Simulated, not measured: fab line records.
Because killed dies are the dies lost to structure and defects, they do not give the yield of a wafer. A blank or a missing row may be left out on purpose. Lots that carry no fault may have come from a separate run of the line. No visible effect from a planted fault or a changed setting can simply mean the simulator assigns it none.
Chamber matching ; flow n5_finfet ; N5_BEOL_M0_SAQP_DESCUM_45 on rie_diel-05 has 4 sister chambers
The step chemistry O2, time 7 s. 8 wafers are shown with their chamber, then 7 later ones without.

## WAFERS, EACH WITH ITS CHAMBER
wafer;chamber;showerhead_plenum_p_Torr (Torr);drypump_motor_current_A (A)
L076.2;1;2.16;5.0
L078.2;1;2.16;5.1
L079.2;3;2.01;5.5
L079.3;2;2.00;6.4
L083.1;2;1.99;6.4
L083.5;0;2.06;6.4
L089.1;3;2.00;5.5
L089.3;0;2.06;6.4

## WAFERS MISSING THEIR CHAMBER
wafer;showerhead_plenum_p_Torr (Torr);drypump_motor_current_A (A)
L089.6;2.15;5.0
L090.1;1.99;6.4
L090.3;2.15;5.0
L090.5;2.00;5.5
L097.3;2.14;5.0
L097.4;2.14;5.0
L097.5;1.99;5.5

## EACH ONE'S CHAMBER
wafer;from the rows above;in truth
L089.6;1;1
L090.1;2;2
L090.3;1;1
L090.5;3;3
L097.3;1;1
L097.4;1;1
L097.5;3;3
Correctly placed: 7 of 7. From these rows, 0 cannot be placed. 0 placed wrongly.
How it was worked out, from the rows above alone: a wafer's distance from a chamber is the root of the sum, over the readings, of the square of ((its reading less the chamber's mean) divided by the reading's scatter). The wafer belongs to the nearest chamber; if the next one is less than 2 further off, it can't be placed. A chamber's mean is the mean of its shown wafers. The scatter: take each reading less its chamber's mean, square it, sum over the shown wafers, divide by the number of wafers less the number of chambers, and take the root.
